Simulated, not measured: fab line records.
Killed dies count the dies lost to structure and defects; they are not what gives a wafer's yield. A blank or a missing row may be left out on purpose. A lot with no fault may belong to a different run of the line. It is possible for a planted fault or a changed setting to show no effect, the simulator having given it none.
Matching of chambers	flow nandHarc	NHARC_A_M0_CMP_23 on cmp-02 has 4 sister chambers
The step polishes, t overpolish 20 s, target thk 113.75 nm. 8 wafers are shown with their chamber, then 7 later ones without.

## EACH WAFER AND ITS CHAMBER
wafer	chamber	motorCurrentA (A)	timeToEndpointS (s)
L333.4	2	12.9	30.8
L338.5	0	12.2	28.5
L338.6	1	11.6	29.6
L332.2	1	11.1	32.8
L332.4	3	11.2	27.0
L332.6	0	11.7	30.1
L336.1	2	12.6	29.3
L336.2	3	11.6	29.4

## WAFERS MISSING THEIR CHAMBER
wafer	motorCurrentA (A)	timeToEndpointS (s)
L336.4	12.3	29.2
L339.2	11.4	31.1
L339.3	13.0	33.3
L339.4	12.5	28.5
L342.1	13.6	29.6
L342.2	11.9	26.9
L342.3	11.7	30.0

## THE CHAMBER EACH PASSED THROUGH
wafer	from the rows above	in truth
L336.4	can't be placed: 0 or 2 or 3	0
L339.2	can't be placed: 1 or 3 or 0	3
L339.3	2	2
L339.4	can't be placed: 2 or 0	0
L342.1	2	2
L342.2	can't be placed: 0 or 3 or 1 or 2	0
L342.3	can't be placed: 0 or 1 or 3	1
2 of 7 placed correctly. These rows do not allow placing 5 (true chamber among the candidates in 5). Wrongly placed: 0.
How it was worked out, from the rows above alone: a wafer's distance from a chamber is the root of the sum, over the readings, of the square of ((its reading less the chamber's mean) divided by the reading's scatter). If the next closest chamber is less than 2 further off than the closest, the wafer can't be placed; otherwise it belongs to the closest. The mean given for a chamber averages the wafers shown for that chamber. The scatter is the square root of a quotient: the sum, over the shown wafers, of each reading's squared deviation from its chamber's mean, divided by wafers minus chambers.
